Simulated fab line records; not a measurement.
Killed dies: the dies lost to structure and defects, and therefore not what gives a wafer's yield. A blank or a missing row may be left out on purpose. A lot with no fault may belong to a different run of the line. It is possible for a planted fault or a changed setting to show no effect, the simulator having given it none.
Problem report, 8D (eight disciplines) form, completed by code / flow n5_finfet / the parts of the form that need people (team, actions taken, sign-off) are left out

== 1. PROBLEM STATEMENT ==
plate_temp_C at N5_BEOL_M1_COAT_73 reads a mean of 209.96 C on 6 wafers of 2 lots; wafers without a fault read 205.05 C with a standard deviation of 0.16. That puts it +31 standard deviations away from the usual mean.
The step: time 60 s, resist thk 5 nm.
The first sign was on wafer L829.1 at day 9 15:54, on litho_track-03. The record holds 32 wafers of 11 lots with a number at this step. The rule behind "out" and "out of limits": a value lying over 4 standard deviations away from the usual mean. All remaining wafers that have a number are taken as sound.

== 2. WHAT THIS IS AND IS NOT ==
question=which readings at this step | is=plate_temp_C, heater_power_total_W | is not=spin_speed_rpm
question=which lots | is=L829, L831 | is not=L816, L818, L819, L822, L823, L834, L836, L837, L838
question=which wafers of those lots | is=all that have a number | is not=-
question=read on which tools | is=litho_track-03 | is not=litho_track-02, litho_track-05
question=when | is=from day 9 15:54 | is not=up to then (15 sound wafers); but 11 sound wafers of L834, L836, L837, L838 came after

== 3. SUSPECTS, AND WHAT RULES EACH OUT ==
Counting: a tool stays on the suspect list if, at a process step up to the reading, it processed all lots that are out and no sound lot following the first of them.
- litho_track-03 at N5_BEOL_M1_COAT_73 (time 60 s, resist thk 5 nm): kept. Every lot that is out went through it, starting with L829 (day 9 15:54), and after that it ran no sound lot; the last sound lot it ran before then is L822 (day 7 21:28). Out on those wafers are its own readings of heater_power_total_W, plate_temp_C.
Left after counting: litho_track-03 at N5_BEOL_M1_COAT_73.

== 4. THE CAUSE (what the simulator had put in) ==
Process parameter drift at N5_BEOL_M1_COAT_73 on litho_track-03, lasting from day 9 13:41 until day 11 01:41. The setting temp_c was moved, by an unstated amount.
Only this tool survived the counting.

== 5. THE EFFECT CHAIN, in route order ==
Each row: a reading where the mean over the struck wafers with a number is more than 3 standard deviations away from the usual. Only readings whose record carries a usual standard deviation are examined. hours: median over the lots of the time between each lot's start at the first step of this table that gives one and its start at this step. sigmas: the change, counted in usual standard deviations.
hours=0; step=N5_BEOL_M1_COAT_73; reading=heater_power_total_W; usual=391.7 W; on struck wafers=404.8; change=+13.1; sigmas=+10
hours=0; step=N5_BEOL_M1_COAT_73; reading=plate_temp_C; usual=205.05 C; on struck wafers=209.96; change=+4.91; sigmas=+31
It contains these process steps:
- N5_BEOL_M1_COAT_73: time 60 s, resist thk 5 nm.
At these later measuring or inspecting steps, every struck wafer for which the step has a row has a number for every such reading, and none has moved that far: N5_BEOL_M1_INSPECT_13, N5_BEOL_M4_RC_MEAS_101.

== 6. WHAT WOULD HAVE CAUGHT IT SOONER ==
First out-of-limits reading in this record: day 9 15:54, which is 2 hours after fault onset at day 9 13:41.
